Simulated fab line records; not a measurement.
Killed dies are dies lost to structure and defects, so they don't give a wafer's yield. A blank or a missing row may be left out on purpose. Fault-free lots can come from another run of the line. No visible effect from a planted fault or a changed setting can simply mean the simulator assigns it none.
Chamber matching	flow n5-finfet	4 sister chambers for N5_BEOL_M5_DESCUM_16 on rie-diel-06
The step chemistry O2, time 7 s. 4 wafers are shown with their chamber, then 10 later ones without.

## WAFERS, EACH WITH ITS CHAMBER
wafer	chamber	drypump-motor-current-A (A)
L085.2	2	5.7
L085.5	1	5.5
L084.4	0	4.9
L084.5	3	6.3

## WAFERS WITHOUT THEIR CHAMBER
wafer	drypump-motor-current-A (A)
L084.6	5.8
L089.1	5.5
L089.5	5.8
L089.6	5.5
L088.1	5.8
L088.3	5.5
L088.5	5.5
L094.1	5.8
L094.4	5.5
L094.5	4.9

## WHICH CHAMBER EACH WENT THROUGH
wafer	from the rows above	in truth
L084.6	2	2
L089.1	1	1
L089.5	2	2
L089.6	1	1
L088.1	2	2
L088.3	1	1
L088.5	1	1
L094.1	2	2
L094.4	1	1
L094.5	0	0
Correct placement for 10 of the 10. Number that these rows cannot place: 0. Wrongly placed: 0.
How it was worked out, from the rows above alone: a wafer's distance from a chamber is the root of the sum, over the readings, of the square of ((its reading less the chamber's mean) divided by the reading's scatter). If the next closest chamber is less than 2 further off than the closest, the wafer can't be placed; otherwise it belongs to the closest. A chamber's mean is the mean of its shown wafers. The scatter: with one shown wafer a chamber, the root of the mean of the squares of how far each hidden wafer lies from its nearest shown one.
